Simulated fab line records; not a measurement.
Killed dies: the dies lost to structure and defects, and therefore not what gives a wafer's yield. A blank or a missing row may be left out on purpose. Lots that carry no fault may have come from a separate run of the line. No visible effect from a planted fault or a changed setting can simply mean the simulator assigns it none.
fab line records -- flow n5_finfet -- part 1 of 2: steps 1 to 4 of 6
record lots=21, wafers=63, last_day=18
route steps=1938 shown ZERO_LAYER@15 PMOS_HMC_CHANNEL_EPI@57 FIN_SAQP@114
lots that met no fault: taken from a fault-free run of the same line
start_h: hours from the record's first day to the start of the lot's first wafer shown -- wait_h: hours since the lot's step before -- " the same as in the row above -- L1.1+2: a single row standing in for several wafers -- - either no value or no given start -- * or withheld: withheld -- < > ~ a bound
route shown NAME@n: a module of which the file shows steps, and the number in the route of the first -- usual: the fault-free wafers' mean and standard deviation -- same: alike in all rows -- chamber/n: place in a boat -- sites: readings site by site -- _std_site: how widely they spread, as a standard deviation -- _edge_site: the outer-site mean with the inner-site mean subtracted -- radius_mm: for every site, how far away it sits from the centre of the wafer -- mask NAME#n: copy n -- behind: the last tool/chamber to shape the wafer -- hold: why the lot was held/for how many hours/how that ended -- device: names the non-switching transistor (n, p or np) -- end of line: tests run on the same wafers once the route is complete -- a step with no rows: only its recipe -- killed: the dies lost at the first sort to structure and to defects; this is not the yield of the wafer -- map: a wafer's dies, x killed, . not, _ none there
set.NAME: setting as actually run; set.NAME@STEP: the setting as run at that earlier step -- model.NAME: the simulator's own value behind a step, which no gauge read
a sample of lots followed through the steps of the route, with each step as a table and each wafer as a row
services: when a tool's chamber went out of use (start_h, in hours from the record's first day, below 0 if earlier), for how many hours, and the reason
## steps
# step N5_ZERO_LAYER_ETCH_17
# recipe chemistry=CF4, target=SiO2, target_depth_a=120, time_s=13.3, ion_energy_ev=350, pressure_mtorr=40, source_w=450, bias_w=215, Ar_flow_sccm=100, cf4_flow_sccm=100
# usual drypump_motor_current_A=5.7/0.31, oes_product_au=0.74/0.065, rf_vpp_V=948/4, showerhead_plenum_p_Torr=2.13/0.066, throttle_valve_pct=15.72/0.21
lot.wafer,tool,chamber,start_h,wait_h,drypump_motor_current_A,oes_product_au,rf_hours_counter_h,rf_vpp_V,showerhead_plenum_p_Torr,throttle_valve_pct
L074.3,rie_diel-04,3,12.84,0.0,5.5,0.75,172,943,2.05,15.91
L074.4,rie_diel-04,1,12.84,0.0,5.9,0.77,119,954,2.24,15.53
L074.5,rie_diel-04,1,12.84,0.0,5.9,0.76,-,956,2.24,15.53
L075.3,rie_diel-04,2,18.86,0.0,5.8,0.71,198,947,2.13,15.64
L075.4,rie_diel-04,0,18.86,0.0,5.7,0.74,137,948,2.14,15.90
L075.6,rie_diel-04,3,18.86,0.0,5.5,0.74,-,942,2.05,15.90
L077.1,rie_diel-04,0,30.72,0.0,5.7,0.74,141,949,2.14,15.91
L077.3,rie_diel-04,3,30.72,0.0,5.5,0.74,178,943,2.04,15.93
L077.6,rie_diel-04,2,30.72,0.0,5.8,0.71,-,947,2.13,15.64
L078.1,rie_diel-02,2,36.84,0.0,5.7,0.72,197,953,2.21,15.65
L078.4,rie_diel-02,1,36.84,0.0,5.8,0.69,192,953,2.21,15.61
L078.5,rie_diel-02,0,36.84,0.0,5.3,0.74,-,944,2.06,15.72
L079.1,rie_diel-05,0,42.72,0.0,5.3,0.76,129,950,2.14,15.56
L079.3,rie_diel-05,2,42.72,0.0,5.9,0.78,117,951,2.14,15.40
L079.5,rie_diel-05,3,42.72,0.0,6.3,0.68,-,941,2.03,16.02
L080.1,rie_diel-05,3,48.74,0.0,6.3,0.67,221,943,2.03,16.03
L080.4,rie_diel-05,1,48.74,0.0,5.1,0.97,0,951,2.20,15.39
L080.5,rie_diel-05,2,48.74,0.0,5.9,0.77,-,950,2.14,15.39
L081.1,rie_diel-04,1,54.84,0.0,5.9,0.75,133,954,2.24,15.55
L081.3,rie_diel-04,3,54.84,0.0,5.5,0.74,186,942,2.04,15.93
L081.6,rie_diel-04,0,54.84,0.0,5.7,0.73,-,948,2.14,15.92
L082.1,rie_diel-04,2,60.71,0.0,5.8,0.69,211,948,2.13,15.69
L082.4,rie_diel-04,1,60.71,0.0,5.9,0.75,134,954,2.24,15.56
L082.5,rie_diel-04,3,60.71,0.0,5.5,0.74,-,944,2.04,15.93
L084.2,rie_diel-04,2,72.83,0.0,5.7,0.70,215,946,2.13,15.65
L084.5,rie_diel-04,0,72.83,0.0,5.7,0.72,-,948,2.14,15.93
L084.6,rie_diel-04,1,72.83,0.0,5.9,0.75,-,954,2.24,15.55
L085.2,rie_diel-05,2,78.84,0.0,5.9,0.77,128,948,2.14,15.42
L085.3,rie_diel-05,3,78.84,0.0,6.3,0.67,231,941,2.03,16.05
L085.5,rie_diel-05,0,78.84,0.0,5.3,0.74,-,949,2.14,15.58
L087.3,rie_diel-04,2,90.86,0.0,5.8,0.69,220,946,2.12,15.69
L087.4,rie_diel-04,0,90.86,0.0,5.7,0.73,158,949,2.13,15.92
L087.5,rie_diel-04,1,90.86,0.0,5.9,0.75,-,955,2.24,15.57
L088.1,rie_diel-05,0,96.84,0.0,5.3,0.73,146,948,2.14,15.55
L088.2,rie_diel-05,1,96.84,0.0,5.1,0.91,13,951,2.20,15.42
L088.3,rie_diel-05,3,96.84,0.0,6.3,0.66,237,942,2.03,16.06
L089.1,rie_diel-04,0,102.82,0.0,5.7,0.72,161,949,2.13,15.94
L089.3,rie_diel-04,2,102.82,0.0,5.8,0.70,222,948,2.12,15.68
L089.5,rie_diel-04,2,102.82,0.0,5.8,0.70,-,947,2.12,15.69
L090.1,rie_diel-05,3,108.71,0.0,6.3,0.67,240,943,2.03,16.06
L090.2,rie_diel-05,2,108.71,0.0,5.8,0.77,136,950,2.14,15.43
L090.6,rie_diel-05,2,108.71,0.0,5.9,0.77,-,949,2.14,15.43
L091.1,rie_diel-02,1,114.84,0.0,5.8,0.68,212,952,2.20,15.64
L091.4,rie_diel-02,3,114.84,0.0,5.5,0.66,236,947,2.11,16.02
L091.5,rie_diel-02,0,114.84,0.0,5.3,0.72,-,943,2.05,15.76
L092.2,rie_diel-05,0,120.85,0.0,5.3,0.74,152,950,2.14,15.61
L092.4,rie_diel-05,0,120.85,0.0,5.3,0.74,-,949,2.14,15.59
L092.6,rie_diel-05,3,120.85,0.0,6.3,0.65,-,942,2.03,16.07
L093.2,rie_diel-04,2,126.86,0.0,5.8,0.69,229,947,2.12,15.68
L093.3,rie_diel-04,0,126.86,0.0,5.7,0.71,168,948,2.13,15.95
L093.6,rie_diel-04,2,126.86,0.0,5.8,0.69,-,946,2.12,15.70
L094.1,rie_diel-04,0,132.91,0.0,5.7,0.71,170,948,2.13,15.95
L094.2,rie_diel-04,2,132.91,0.0,5.8,0.69,231,947,2.12,15.71
L094.4,rie_diel-04,2,132.91,0.0,5.8,0.69,-,947,2.12,15.70
L095.4,rie_diel-05,0,138.71,0.0,5.3,0.73,158,949,2.14,15.60
L095.5,rie_diel-05,2,138.71,0.0,5.9,0.76,-,949,2.14,15.44
L095.6,rie_diel-05,1,138.71,0.0,5.1,0.89,-,952,2.19,15.45
L096.1,rie_diel-02,0,146.72,0.0,5.3,0.72,177,943,2.05,15.79
L096.3,rie_diel-02,2,146.72,0.0,5.7,0.68,227,953,2.20,15.71
L096.5,rie_diel-02,3,146.72,0.0,5.5,0.66,-,946,2.10,16.05
L097.2,rie_diel-04,0,150.71,0.0,5.7,0.71,176,948,2.13,15.95
L097.3,rie_diel-04,3,150.71,0.0,5.5,0.72,211,942,2.03,15.99
L097.6,rie_diel-04,2,150.71,0.0,5.7,0.68,-,947,2.12,15.71
# step N5_PMOS_HMC_CHANNEL_EPI_HM_DEP_34
# recipe material=SiO2, target_thk_a=360, temp_c=400, precursor=TEOS/O2, pressure_torr=6.5, rf_w=900, teos_flow_sccm=161.4, gas=O2, flow_sccm=2650, time_s=6.9
# usual heater_power_w=505/71, showerhead_plenum_p_Torr=8.33/0.036, throttle_valve_pct=18.6/0.76
lot.wafer,tool,chamber,start_h,wait_h,heater_power_w,showerhead_plenum_p_Torr,throttle_valve_pct
L074.3,pecvd-02,0,17.42,0.0,476,8.39,18.5
L074.4,pecvd-02,1,17.42,0.0,623,8.32,19.1
L074.5,pecvd-02,0,17.42,0.0,486,8.35,18.3
L075.3,pecvd-02,0,23.23,0.0,525,8.37,18.4
L075.4,pecvd-02,1,23.23,0.0,629,8.33,19.2
L075.6,pecvd-02,1,23.23,0.0,612,8.31,18.8
L077.1,pecvd-03,2,34.59,0.0,395,8.38,17.4
L077.3,pecvd-03,1,34.59,0.0,579,8.34,19.2
L077.6,pecvd-03,2,34.59,0.0,400,8.38,17.3
L078.1,pecvd-03,0,41.20,0.0,514,8.31,18.3
L078.4,pecvd-03,1,41.20,0.0,492,8.34,19.5
L078.5,pecvd-03,2,41.20,0.0,457,8.37,17.4
L079.1,pecvd-01,2,46.89,0.0,428,8.31,19.7
L079.3,pecvd-01,0,46.89,0.0,503,8.26,18.3
L079.5,pecvd-01,0,46.89,0.0,513,8.29,18.0
L080.1,pecvd-01,2,52.59,0.0,416,8.31,19.5
L080.4,pecvd-01,0,52.59,0.0,523,8.27,18.1
L080.5,pecvd-01,1,52.59,0.0,502,8.34,19.4
L081.1,pecvd-03,0,59.20,0.0,516,8.31,18.6
L081.3,pecvd-03,1,59.20,0.0,622,8.34,19.1
L081.6,pecvd-03,2,59.20,0.0,449,8.41,17.7
L082.1,pecvd-03,0,64.66,0.0,556,8.31,18.4
L082.4,pecvd-03,0,64.66,0.0,411,8.29,18.4
L082.5,pecvd-03,2,64.66,0.0,353,8.39,17.4
L084.2,pecvd-01,1,77.31,0.0,509,8.32,19.7
L084.5,pecvd-01,0,77.31,0.0,418,8.28,18.6
L084.6,pecvd-01,1,77.31,0.0,511,8.34,19.5
L085.2,pecvd-02,1,82.95,0.0,631,8.34,19.4
L085.3,pecvd-02,2,82.95,0.0,452,8.37,17.6
L085.5,pecvd-02,1,82.95,0.0,632,8.31,19.0
L087.3,pecvd-03,2,94.99,0.0,478,8.37,17.6
L087.4,pecvd-03,0,94.99,0.0,538,8.31,18.1
L087.5,pecvd-03,0,94.99,0.0,541,8.32,18.1
L088.1,pecvd-01,1,101.27,0.0,512,8.33,19.6
L088.2,pecvd-01,0,101.27,0.0,524,8.27,18.4
L088.3,pecvd-01,2,101.27,0.0,558,8.30,19.6
L089.1,pecvd-02,1,107.22,0.0,660,8.31,19.0
L089.3,pecvd-02,2,107.22,0.0,545,8.39,17.9
L089.5,pecvd-02,1,107.22,0.0,670,8.30,19.0
L090.1,pecvd-02,2,113.23,0.0,455,8.38,17.7
L090.2,pecvd-02,0,113.23,0.0,520,8.33,18.5
L090.6,pecvd-02,2,113.23,0.0,479,8.36,17.7
L091.1,pecvd-03,1,118.99,0.0,497,8.32,19.0
L091.4,pecvd-03,0,118.99,0.0,445,8.29,18.5
L091.5,pecvd-03,2,118.99,0.0,454,8.37,17.7
L092.2,pecvd-03,1,125.51,0.0,495,8.34,19.1
L092.4,pecvd-03,0,125.51,0.0,502,8.33,17.9
L092.6,pecvd-03,0,125.51,0.0,501,8.30,18.4
L093.2,pecvd-01,0,131.97,0.0,545,8.25,18.4
L093.3,pecvd-01,1,131.97,0.0,477,8.32,19.4
L093.6,pecvd-01,1,131.97,0.0,479,8.32,19.4
L094.1,pecvd-01,0,137.44,0.0,445,8.26,18.4
L094.2,pecvd-01,1,137.44,0.0,433,8.32,19.5
L094.4,pecvd-01,1,137.44,0.0,436,8.33,19.5
L095.4,pecvd-03,0,143.07,0.0,502,8.31,18.4
L095.5,pecvd-03,2,143.07,0.0,382,8.37,17.3
L095.6,pecvd-03,1,143.07,0.0,643,8.34,19.6
L096.1,pecvd-03,1,150.59,0.0,585,8.36,19.4
L096.3,pecvd-03,2,150.59,0.0,356,8.39,17.3
L096.5,pecvd-03,1,150.59,0.0,591,8.36,19.4
L097.2,pecvd-01,0,154.99,0.0,539,8.28,18.4
L097.3,pecvd-01,1,154.99,0.0,510,8.35,19.7
L097.6,pecvd-01,0,154.99,0.0,535,8.26,18.5
# step N5_FIN_SAQP_DESCUM_21
# recipe chemistry=O2, time_s=7.9, source_power_w=50, bias_power_w=20, pressure_mtorr=20, rf_frequency_hz=2.712e+07, temp_c=40, resist=CAR-ArF, o2_flow_sccm=225
# usual drypump_motor_current_A=5.7/0.46, oes_product_au=0.77/0.096, rf_vpp_V=242.8/1.1, showerhead_plenum_p_Torr=2.07/0.051, throttle_valve_pct=20.5/0.3
lot.wafer,tool,chamber,start_h,wait_h,drypump_motor_current_A,oes_product_au,rf_hours_counter_h,rf_vpp_V,showerhead_plenum_p_Torr,throttle_valve_pct
L074.3,rie_diel-06,1,22.63,0.2,5.8,0.73,165,242.2,2.08,20.5
L074.4,rie_diel-06,3,22.63,0.2,5.9,0.71,-,242.3,2.11,20.9
L074.5,rie_diel-06,0,22.63,0.2,5.8,0.85,-,244.2,2.02,19.9
L075.3,rie_diel-01,1,27.89,0.0,6.3,0.71,201,242.4,2.08,20.6
L075.4,rie_diel-01,3,27.89,0.0,6.1,0.91,21,242.2,2.05,20.0
L075.6,rie_diel-01,0,27.89,0.0,4.9,0.72,-,244.0,2.08,20.7
L077.1,rie_diel-01,0,41.28,0.0,4.8,0.71,178,244.6,2.08,20.7
L077.3,rie_diel-01,1,41.28,0.0,6.3,0.71,205,241.6,2.08,20.7
L077.6,rie_diel-01,2,41.28,0.0,5.8,0.68,-,244.1,2.08,20.9
L078.1,rie_diel-03,1,46.76,0.0,5.9,0.69,230,244.6,2.17,20.4
L078.4,rie_diel-03,3,46.76,0.0,5.8,0.86,56,243.8,2.14,20.6
L078.5,rie_diel-03,3,46.76,0.0,5.8,0.85,-,241.9,2.14,20.6
L079.1,rie_diel-06,2,52.40,0.1,4.9,1.03,5,244.0,2.14,20.5
L079.3,rie_diel-06,0,52.40,0.1,5.7,0.83,74,242.0,2.01,19.9
L079.5,rie_diel-06,0,52.40,0.1,5.7,0.83,-,242.3,2.01,19.9
L080.1,rie_diel-01,1,58.23,0.2,6.4,0.71,211,241.7,2.08,20.7
L080.4,rie_diel-01,0,58.23,0.2,4.8,0.71,183,242.5,2.08,20.7
L080.5,rie_diel-01,3,58.23,0.2,6.1,0.90,-,243.1,2.05,20.0
L081.1,rie_diel-01,0,64.35,0.4,4.9,0.71,186,243.5,2.07,20.7
L081.3,rie_diel-01,1,64.35,0.4,6.3,0.70,213,243.3,2.08,20.7
L081.6,rie_diel-01,0,64.35,0.4,4.9,0.70,-,241.7,2.07,20.7
L082.1,rie_diel-01,3,70.18,0.0,6.1,0.90,34,243.7,2.05,20.0
L082.4,rie_diel-01,1,70.18,0.0,6.4,0.69,215,244.2,2.08,20.7
L082.5,rie_diel-01,3,70.18,0.0,6.1,0.89,-,241.1,2.05,20.0
L084.2,rie_diel-03,1,82.60,0.0,5.9,0.68,243,244.2,2.17,20.4
L084.5,rie_diel-03,0,82.60,0.0,5.2,0.74,-,244.2,1.99,20.3
L084.6,rie_diel-03,1,82.60,0.0,5.9,0.68,-,242.5,2.17,20.4
L085.2,rie_diel-03,1,88.14,0.2,5.8,0.67,245,245.0,2.17,20.4
L085.3,rie_diel-03,3,88.14,0.2,5.8,0.83,70,243.6,2.14,20.6
L085.5,rie_diel-03,2,88.14,0.2,5.8,0.70,-,240.3,1.99,20.7
L087.3,rie_diel-03,2,101.06,0.1,5.8,0.71,229,241.2,1.99,20.7
L087.4,rie_diel-03,0,101.06,0.1,5.2,0.73,163,241.6,1.99,20.3
L087.5,rie_diel-03,1,101.06,0.1,5.9,0.67,-,243.4,2.17,20.4
L088.1,rie_diel-01,2,106.63,0.0,5.8,0.98,3,242.3,2.08,20.6
L088.2,rie_diel-01,0,106.63,0.0,4.8,0.70,202,243.2,2.07,20.7
L088.3,rie_diel-01,1,106.63,0.0,6.3,0.69,228,243.6,2.07,20.7
L089.1,rie_diel-03,2,113.96,1.0,5.8,0.71,234,241.6,1.99,20.7
L089.3,rie_diel-03,3,113.96,1.0,5.8,0.81,79,244.2,2.14,20.6
L089.5,rie_diel-03,2,113.96,1.0,5.8,0.71,-,240.9,1.99,20.8
L090.1,rie_diel-06,0,119.06,0.0,5.8,0.82,94,242.0,2.01,20.0
L090.2,rie_diel-06,3,119.06,0.0,6.0,0.68,208,242.4,2.10,20.9
L090.6,rie_diel-06,0,119.06,0.0,5.7,0.82,-,243.2,2.01,20.0
L091.1,rie_diel-03,1,125.03,0.0,5.9,0.99,1,244.5,2.17,20.1
L091.4,rie_diel-03,3,125.03,0.0,5.8,0.82,84,243.5,2.13,20.6
L091.5,rie_diel-03,0,125.03,0.0,5.2,0.72,-,241.1,1.99,20.3
L092.2,rie_diel-01,0,131.12,0.0,4.8,0.69,211,243.0,2.07,20.7
L092.4,rie_diel-01,0,131.12,0.0,4.8,0.69,-,243.9,2.07,20.7
L092.6,rie_diel-01,1,131.12,0.0,6.3,0.68,-,243.1,2.07,20.7
L093.2,rie_diel-03,3,136.74,0.0,5.8,0.81,87,242.8,2.13,20.6
L093.3,rie_diel-03,1,136.74,0.0,5.9,0.96,6,243.8,2.16,20.1
L093.6,rie_diel-03,3,136.74,0.0,5.8,0.81,-,244.3,2.13,20.6
L094.1,rie_diel-06,2,143.38,0.5,4.9,0.94,30,243.2,2.13,20.6
L094.2,rie_diel-06,0,143.38,0.5,5.8,0.80,106,241.8,2.00,20.0
L094.4,rie_diel-06,1,143.38,0.5,5.8,0.70,210,242.2,2.06,20.5
L095.4,rie_diel-01,2,148.28,0.0,5.8,0.91,16,243.7,2.07,20.6
L095.5,rie_diel-01,3,148.28,0.0,6.1,0.83,-,242.8,2.04,20.0
L095.6,rie_diel-01,0,148.28,0.0,4.8,0.67,-,244.3,2.06,20.8
L096.1,rie_diel-01,2,156.66,0.0,5.8,0.92,19,242.3,2.07,20.6
L096.3,rie_diel-01,1,156.66,0.0,6.3,0.67,247,243.0,2.06,20.7
L096.5,rie_diel-01,1,156.66,0.0,6.3,0.67,-,243.5,2.07,20.7
L097.2,rie_diel-01,0,160.36,0.4,4.9,0.68,224,242.6,2.06,20.8
L097.3,rie_diel-01,3,160.36,0.4,6.1,0.84,68,242.9,2.04,20.0
L097.6,rie_diel-01,0,160.36,0.4,4.9,0.68,-,242.5,2.06,20.7
# step N5_FIN_SAQP_ETCH_52
# recipe chemistry=N2/H2, target=SOC, target_depth_a=1000, overetch_a=200, mask_material=SiARC, temp_c=40, time_s=150, ion_energy_ev=200, pressure_mtorr=30, source_w=840, bias_w=150, n2_flow_sccm=200, h2_flow_sccm=200, ends=end_point
# usual drypump_motor_current_A=5.7/0.46, oes_product_au=0.69/0.078, rf_vpp_V=523.1/1.7, showerhead_plenum_p_Torr=2.50/0.054, throttle_valve_pct=17.83/0.28
lot.wafer,tool,chamber,start_h,wait_h,drypump_motor_current_A,oes_product_au,rf_hours_counter_h,rf_vpp_V,showerhead_plenum_p_Torr,throttle_valve_pct
L074.3,rie_diel-06,1,22.72,0.0,5.8,0.65,165,523.2,2.52,17.82
L074.4,rie_diel-06,3,22.72,0.0,6.0,0.64,-,524.8,2.53,18.08
L074.5,rie_diel-06,0,22.72,0.0,5.7,0.76,-,521.8,2.46,17.35
L075.3,rie_diel-01,1,27.98,0.0,6.3,0.65,201,523.3,2.49,17.79
L075.4,rie_diel-01,3,27.98,0.0,6.1,0.81,21,523.2,2.49,17.33
L075.6,rie_diel-01,0,27.98,0.0,4.9,0.65,-,523.8,2.53,18.09
L077.1,rie_diel-01,0,41.37,0.0,4.9,0.64,178,524.1,2.53,18.12
L077.3,rie_diel-01,1,41.37,0.0,6.3,0.64,205,523.2,2.49,17.79
L077.6,rie_diel-01,2,41.37,0.0,5.7,0.61,-,523.2,2.49,17.99
L078.1,rie_diel-03,1,46.85,0.0,5.9,0.63,230,525.9,2.61,17.65
L078.4,rie_diel-03,3,46.85,0.0,5.8,0.75,56,525.5,2.59,17.97
L078.5,rie_diel-03,3,46.85,0.0,5.8,0.74,-,526.2,2.59,17.97
L079.1,rie_diel-06,2,52.50,0.0,4.9,0.88,5,524.9,2.61,17.95
L079.3,rie_diel-06,0,52.50,0.0,5.8,0.74,74,520.0,2.46,17.38
L079.5,rie_diel-06,0,52.50,0.0,5.8,0.74,-,522.2,2.46,17.36
L080.1,rie_diel-01,1,58.33,0.0,6.3,0.64,211,522.5,2.49,17.79
L080.4,rie_diel-01,0,58.33,0.0,4.8,0.64,183,524.1,2.53,18.11
L080.5,rie_diel-01,3,58.33,0.0,6.1,0.80,-,521.8,2.49,17.33
L081.1,rie_diel-01,0,64.44,0.0,4.9,0.64,186,523.3,2.53,18.12
L081.3,rie_diel-01,1,64.44,0.0,6.3,0.63,213,524.3,2.49,17.81
L081.6,rie_diel-01,0,64.44,0.0,4.9,0.64,-,523.6,2.53,18.13
L082.1,rie_diel-01,3,70.27,0.0,6.1,0.79,34,522.7,2.48,17.34
L082.4,rie_diel-01,1,70.27,0.0,6.3,0.64,215,522.9,2.49,17.82
L082.5,rie_diel-01,3,70.27,0.0,6.1,0.79,-,522.4,2.48,17.34
L084.2,rie_diel-03,1,82.69,0.0,5.9,0.61,243,526.2,2.61,17.64
L084.5,rie_diel-03,0,82.69,0.0,5.2,0.66,-,520.6,2.45,17.92
L084.6,rie_diel-03,1,82.69,0.0,5.9,0.62,-,525.3,2.61,17.68
L085.2,rie_diel-03,1,88.23,0.0,5.9,0.62,245,524.6,2.61,17.66
L085.3,rie_diel-03,3,88.23,0.0,5.8,0.73,70,525.4,2.59,17.99
L085.5,rie_diel-03,2,88.23,0.0,5.8,0.64,-,520.5,2.41,18.04
L087.3,rie_diel-03,2,101.15,0.0,5.8,0.64,229,519.6,2.41,18.06
L087.4,rie_diel-03,0,101.15,0.0,5.2,0.65,163,522.3,2.45,17.92
L087.5,rie_diel-03,1,101.15,0.0,5.9,0.62,-,525.8,2.60,17.68
L088.1,rie_diel-01,2,106.72,0.0,5.8,0.86,3,523.2,2.48,17.65
L088.2,rie_diel-01,0,106.72,0.0,4.8,0.63,202,523.4,2.52,18.14
L088.3,rie_diel-01,1,106.72,0.0,6.3,0.63,228,525.1,2.48,17.85
L089.1,rie_diel-03,2,114.05,0.0,5.8,0.64,234,517.7,2.41,18.05
L089.3,rie_diel-03,3,114.05,0.0,5.8,0.72,79,524.7,2.58,18.01
L089.5,rie_diel-03,2,114.05,0.0,5.8,0.63,-,519.3,2.41,18.06
L090.1,rie_diel-06,0,119.15,0.0,5.7,0.72,94,522.2,2.45,17.40
L090.2,rie_diel-06,3,119.15,0.0,6.0,0.61,208,524.2,2.51,18.14
L090.6,rie_diel-06,0,119.15,0.0,5.8,0.72,-,521.4,2.45,17.42
L091.1,rie_diel-03,1,125.12,0.0,5.9,0.89,1,526.1,2.60,17.25
L091.4,rie_diel-03,3,125.12,0.0,5.8,0.72,84,525.6,2.58,18.04
L091.5,rie_diel-03,0,125.12,0.0,5.2,0.65,-,521.1,2.45,17.95
L092.2,rie_diel-01,0,131.21,0.0,4.9,0.63,211,523.1,2.52,18.15
L092.4,rie_diel-01,0,131.21,0.0,4.9,0.62,-,522.7,2.51,18.16
L092.6,rie_diel-01,1,131.21,0.0,6.3,0.62,-,523.1,2.48,17.83
L093.2,rie_diel-03,3,136.83,0.0,5.8,0.72,87,524.8,2.58,18.04
L093.3,rie_diel-03,1,136.83,0.0,5.9,0.85,6,525.2,2.60,17.26
L093.6,rie_diel-03,3,136.83,0.0,5.8,0.72,-,526.4,2.58,18.04
L094.1,rie_diel-06,2,143.47,0.0,4.9,0.82,30,524.7,2.60,18.03
L094.2,rie_diel-06,0,143.47,0.0,5.8,0.71,106,522.4,2.44,17.44
L094.4,rie_diel-06,1,143.47,0.0,5.7,0.62,210,523.1,2.50,17.91
L095.4,rie_diel-01,2,148.37,0.0,5.8,0.82,16,520.6,2.48,17.66
L095.5,rie_diel-01,3,148.37,0.0,6.1,0.76,-,521.0,2.47,17.41
L095.6,rie_diel-01,0,148.37,0.0,4.9,0.62,-,523.9,2.51,18.17
L096.1,rie_diel-01,2,156.75,0.0,5.8,0.81,19,521.3,2.48,17.69
L096.3,rie_diel-01,1,156.75,0.0,6.3,0.61,247,522.8,2.48,17.87
L096.5,rie_diel-01,1,156.75,0.0,6.3,0.62,-,523.2,2.48,17.87
L097.2,rie_diel-01,0,160.45,0.0,4.9,0.62,224,523.1,2.51,18.18
L097.3,rie_diel-01,3,160.45,0.0,6.1,0.75,68,522.5,2.47,17.40
L097.6,rie_diel-01,0,160.45,0.0,4.8,0.62,-,523.6,2.51,18.17
